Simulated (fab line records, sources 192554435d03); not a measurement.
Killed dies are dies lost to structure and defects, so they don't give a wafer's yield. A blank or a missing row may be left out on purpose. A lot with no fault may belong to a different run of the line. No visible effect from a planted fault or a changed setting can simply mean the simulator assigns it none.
Which tool did it?	flow n5-finfet	12 lots with 35 wafers sampled at 5 steps, on a route of 1938 steps

## WHAT THE GAUGES SHOWED, per wafer
N5_BEOL_M11_CD_MEAS_11 targets a cd of 64.1 nm.
lot	measured	on	cd-nm (nm)
L855	day 10 14:05	cd-sem-02	64.1 63.4 64.4
L856	day 10 21:17	cd-sem-01	63.7 64.0 64.1
L858	day 11 00:57	cd-sem-03	63.9 64.0 63.5
L857	day 11 04:46	cd-sem-02	63.5 64.3 64.3
L860	day 12 10:31	cd-sem-03	64.3 64.3 64.6
L859	day 12 10:41	cd-sem-01	64.6 64.3
L861	day 12 17:43	cd-sem-02	63.9 64.5 63.2
L865	day 13 22:27	cd-sem-01	64.3 65.0 64.5
L872	day 15 09:22	cd-sem-02	64.2 64.2 65.0
L875	day 16 05:20	cd-sem-01	63.3 63.5 64.3
L878	day 16 15:00	cd-sem-03	64.1 63.6 63.5
L876	day 16 18:42	cd-sem-01	63.5 63.6 63.6

N5_BEOL_M11_OVL_MEAS_12.
lot	measured	on	M11_OVL (nm)
L855	day 10 14:07	overlay-02	-0.2 0.8 0.5
L856	day 10 21:19	overlay-02	-1.0 -0.4 -0.8
L858	day 11 00:59	overlay-02	1.0 0.4 1.1
L857	day 11 04:48	overlay-01	-1.0 0.1 0.1
L860	day 12 10:33	overlay-01	0.9 -1.2 0.3
L859	day 12 10:43	overlay-02	-1.7 -1.4
L861	day 12 17:44	overlay-02	0.9 0.9 -0.9
L865	day 13 22:29	overlay-02	4.9 4.3 5.4
L872	day 15 09:23	overlay-01	6.5 6.0 7.1
L875	day 16 05:22	overlay-01	0.7 -0.3 0.4
L878	day 16 15:02	overlay-02	-0.3 0.0 1.4
L876	day 16 18:44	overlay-02	0.3 0.5 1.0

## WHICH TOOL RAN EACH LOT (tool, then ch and the chambers of the sampled wafers, then the start)
lot	N5_BEOL_M10_CURE_72	N5_BEOL_M10_ANNEAL_51	N5_BEOL_M11_EXPOSE_08
L855	uv-cure-01 ch 0, day 10 09:34	rtp-anneal-02 ch 0, day 10 11:26	arfi-scanner-02 ch 0, day 10 13:59
L856	uv-cure-03 ch 0, day 10 16:49	rtp-anneal-02 ch 0, day 10 18:17	arfi-scanner-02 ch 0, day 10 21:09
L858	uv-cure-03 ch 2, day 10 20:30	rtp-anneal-02 ch 0, day 10 22:38	arfi-scanner-02 ch 0, day 11 00:50
L857	uv-cure-02 ch 2, day 10 23:25	rtp-anneal-02 ch 0, day 11 01:14	arfi-scanner-01 ch 0, day 11 04:39
L860	uv-cure-03 ch 1, day 12 05:26	rtp-anneal-02 ch 0, day 12 07:20	arfi-scanner-03 ch 0, day 12 10:24
L859	uv-cure-01 ch 1, day 12 05:39	rtp-anneal-02 ch 0, day 12 07:34	arfi-scanner-01 ch 0, day 12 10:34
L861	uv-cure-02 ch 1, day 12 13:55	rtp-anneal-01 ch 0, day 12 15:20	arfi-scanner-02 ch 0, day 12 17:35
L865	uv-cure-01 ch 2, day 13 14:52	rtp-anneal-02 ch 0, day 13 19:02	arfi-scanner-02 ch 0, day 13 22:20
L872	uv-cure-01 ch 0, day 15 03:08	rtp-anneal-01 ch 0, day 15 05:14	arfi-scanner-02 ch 0, day 15 09:14
L875	uv-cure-03 ch 1, day 15 23:19	rtp-anneal-02 ch 0, day 16 01:20	arfi-scanner-03 ch 0, day 16 05:13
L878	uv-cure-03 ch 0, day 16 08:34	rtp-anneal-01 ch 0, day 16 11:29	arfi-scanner-01 ch 0, day 16 14:53
L876	uv-cure-01 ch 2, day 16 13:15	rtp-anneal-02 ch 0, day 16 15:37	arfi-scanner-01 ch 0, day 16 18:35
- N5_BEOL_M10_CURE_72: cures SiCOH lowk, time 120 s.
- N5_BEOL_M10_ANNEAL_51: time 90 s.
- N5_BEOL_M11_EXPOSE_08: exposes mask M11.

## WHAT THE TOOLS THEMSELVES READ (means of the sampled wafers that have a number; where no wafer has one, the mark that the record gives instead)
N5_BEOL_M10_CURE_72.
lot	tool	lamp-power-pct (%)	wafer_temp_C_max
L855	uv-cure-01	52.30	371.1
L856	uv-cure-03	52.33	371.1
L858	uv-cure-03	52.33	371.6
L857	uv-cure-02	52.33	372.4
L860	uv-cure-03	52.32	371.3
L859	uv-cure-01	52.27	371.4
L861	uv-cure-02	52.36	371.2
L865	uv-cure-01	52.33	372.1
L872	uv-cure-01	52.31	371.2
L875	uv-cure-03	52.32	371.3
L878	uv-cure-03	52.27	371.1
L876	uv-cure-01	52.31	371.4

N5_BEOL_M10_ANNEAL_51.
lot	tool	wafer_temp_C_max
L855	rtp-anneal-02	226.10
L856	rtp-anneal-02	225.94
L858	rtp-anneal-02	225.84
L857	rtp-anneal-02	225.82
L860	rtp-anneal-02	225.75
L859	rtp-anneal-02	225.61
L861	rtp-anneal-01	225.49
L865	rtp-anneal-02	225.94
L872	rtp-anneal-01	226.06
L875	rtp-anneal-02	225.91
L878	rtp-anneal-01	225.82
L876	rtp-anneal-02	225.64

## THE ANSWER, worked out from the rows above alone
Rule: the usual values come from the lots themselves. Put in order of their means at a reading, lots are off if they are a third of the lots or fewer, leave a main group of 4 or more, and stand apart from it by a gap of 3 or more times the standard deviation of the main group's means; of several such gaps the widest counts. The tables above print the reading to a certain number of digits; a main group whose means all agree to those digits is not used. Also off: a lot with no number at a reading for which 4 or more lots have one. The other lots that the step has rows for count as sound. First the gauges in route order, then the tools' own readings, where a lot's mean is used as printed above. The first step at which some lot is off is used, and at that step the reading that is off furthest; a lot without a number counts as furthest.
Off: L865, L872, at N5_BEOL_M11_OVL_MEAS_12 (M11_OVL). Mean 0.0 nm and standard deviation 0.67 in the main group.
A tool fits if, at a process step before that reading, it ran every lot that is off, and no sound lot after the first of them. The gauges at N5_BEOL_M11_OVL_MEAS_12 are tried like those tools. One fits: N5_BEOL_M11_EXPOSE_08 on arfi-scanner-02. Its last sound lot is L861 (day 12 17:35), its first lot that is off L865 (day 13 22:20): a fault that began between those two fits.

## WHAT WAS PUT IN BY THE SIMULATOR
Scanner matching overlay: arfi-scanner-02, from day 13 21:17 on, at N5_BEOL_M11_EXPOSE_08. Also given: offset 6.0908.
Struck lots among those shown: L865, L872. This agrees with what the rule above found.
